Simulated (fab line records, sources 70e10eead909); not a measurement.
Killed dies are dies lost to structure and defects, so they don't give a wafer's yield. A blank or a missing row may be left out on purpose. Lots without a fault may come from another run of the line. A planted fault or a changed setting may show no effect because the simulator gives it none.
Chamber matching | flow nand_harc | NHARC_P_CONTACT_CMP_01 on cmp-03: 4 sister chambers
The step polishes SiO2, target thk 200 nm. 4 wafers are shown with their chamber, then 7 later ones without.

WAFERS WITH THEIR CHAMBER
wafer  | chamber | motor_current_A (A)
L542.5 | 2       | 12.7
L545.1 | 1       | 12.0
L545.5 | 0       | 14.8
L547.5 | 3       | 9.9

WAFERS WITHOUT THEIR CHAMBER
wafer  | motor_current_A (A)
L547.6 | 13.3
L551.1 | 11.6
L551.2 | 14.4
L551.3 | 9.6
L553.3 | 10.7
L553.5 | 11.9
L553.6 | 13.8

WHICH CHAMBER EACH WENT THROUGH
wafer  | from the rows above          | in truth
L547.6 | can't be placed: 2 or 1 or 0 | 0
L551.1 | can't be placed: 1 or 2      | 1
L551.2 | 0                            | 0
L551.3 | 3                            | 3
L553.3 | can't be placed: 3 or 1      | 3
L553.5 | can't be placed: 1 or 2      | 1
L553.6 | can't be placed: 0 or 2 or 1 | 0
Placed correctly: 2 of 7. Can't be placed from these rows: 5 (the true chamber is among the candidates in 5). Placed wrongly: 0.
How it was worked out, from the rows above alone: a wafer's distance from a chamber is the root of the sum, over the readings, of the square of ((its reading less the chamber's mean) divided by the reading's scatter). The wafer belongs to the nearest chamber; if the next one is less than 2 further off, it can't be placed. A chamber's mean is the mean of its shown wafers. The scatter: with one shown wafer a chamber, the root of the mean of the squares of how far each hidden wafer lies from its nearest shown one.
